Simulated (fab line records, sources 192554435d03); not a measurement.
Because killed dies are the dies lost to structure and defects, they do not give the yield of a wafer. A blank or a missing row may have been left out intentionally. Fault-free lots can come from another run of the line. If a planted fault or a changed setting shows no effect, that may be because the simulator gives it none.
Chamber matching | flow n5Finfet | rieDiel-03 running N5_BEOL_M8_STRIP_19: 4 sister chambers
The step strips in O2. 4 wafers are shown with their chamber, then 9 later ones without.

EACH WAFER AND ITS CHAMBER
wafer  | chamber | showerheadPlenumPTorr (Torr)
L087.1 | 0       | 2.20
L087.2 | 3       | 2.08
L088.1 | 1       | 2.14
L088.6 | 2       | 2.05

WAFERS WHOSE CHAMBER IS MISSING
wafer  | showerheadPlenumPTorr (Torr)
L093.2 | 2.13
L093.3 | 2.20
L093.4 | 2.20
L090.3 | 2.05
L090.5 | 2.05
L090.6 | 2.20
L097.2 | 2.04
L097.3 | 2.13
L097.4 | 2.07

WHICH CHAMBER EACH ONE RAN IN
wafer  | from the rows above     | in truth
L093.2 | 1                       | 1
L093.3 | 0                       | 0
L093.4 | 0                       | 0
L090.3 | 2                       | 2
L090.5 | 2                       | 2
L090.6 | 0                       | 0
L097.2 | 2                       | 2
L097.3 | 1                       | 1
L097.4 | can't be placed: 3 or 2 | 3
Correctly placed: 8 of 9. Cannot be placed on the basis of these rows: 1; the candidates contain the true chamber in 1. Wrongly placed: 0.
How it was worked out, from the rows above alone: a wafer's distance from a chamber is the root of the sum, over the readings, of the square of ((its reading less the chamber's mean) divided by the reading's scatter). The wafer belongs to the nearest chamber; if the next one is less than 2 further off, it can't be placed. The mean given for a chamber averages the wafers shown for that chamber. The scatter (one wafer shown for each chamber): square how far every hidden wafer sits from the nearest shown wafer, average those squares and take the square root.
